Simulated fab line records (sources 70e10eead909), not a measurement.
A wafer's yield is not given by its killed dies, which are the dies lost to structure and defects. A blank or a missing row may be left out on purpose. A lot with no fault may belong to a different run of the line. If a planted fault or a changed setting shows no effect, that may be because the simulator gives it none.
Chamber matching :: flow nand harc :: NHARC_P_BONDPAD_STRIP_15 on rie diel-04 has 4 sister chambers
The step strips in O2. 4 wafers are shown with their chamber, then 8 later ones without.

WAFERS PAIRED WITH THEIR CHAMBERS
wafer: L081.2
chamber: 1
throttle valve pct (%): 17.051

wafer: L083.5
chamber: 0
throttle valve pct (%): 17.040

wafer: L082.6
chamber: 3
throttle valve pct (%): 17.050

wafer: L084.2
chamber: 2
throttle valve pct (%): 17.034

WAFERS WITHOUT THEIR CHAMBER
wafer: L084.3
throttle valve pct (%): 17.050

wafer: L084.5
throttle valve pct (%): 17.036

wafer: L090.1
throttle valve pct (%): 17.039

wafer: L090.3
throttle valve pct (%): 17.045

wafer: L090.5
throttle valve pct (%): 17.050

wafer: L093.1
throttle valve pct (%): 17.029

wafer: L093.4
throttle valve pct (%): 17.051

wafer: L093.5
throttle valve pct (%): 17.027

EACH ONE'S CHAMBER
wafer: L084.3
from the rows above: can't be placed: 3 or 1
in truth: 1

wafer: L084.5
from the rows above: can't be placed: 2 or 0
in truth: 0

wafer: L090.1
from the rows above: can't be placed: 0 or 2
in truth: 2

wafer: L090.3
from the rows above: can't be placed: 3 or 0 or 1 or 2
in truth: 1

wafer: L090.5
from the rows above: can't be placed: 3 or 1
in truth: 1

wafer: L093.1
from the rows above: can't be placed: 2 or 0
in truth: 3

wafer: L093.4
from the rows above: can't be placed: 1 or 3
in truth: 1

wafer: L093.5
from the rows above: can't be placed: 2 or 0
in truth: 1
0 of 8 placed correctly. These rows do not allow placing 8 (true chamber among the candidates in 6). Placed wrongly: 0.
How it was worked out, from the rows above alone: a wafer's distance from a chamber is the root of the sum, over the readings, of the square of ((its reading less the chamber's mean) divided by the reading's scatter). If the next closest chamber is less than 2 further off than the closest, the wafer can't be placed; otherwise it belongs to the closest. For every chamber, the mean is computed from those of its wafers that are shown. The scatter: root of mean squared gap, hidden wafer to nearest shown wafer, with one shown wafer a chamber.
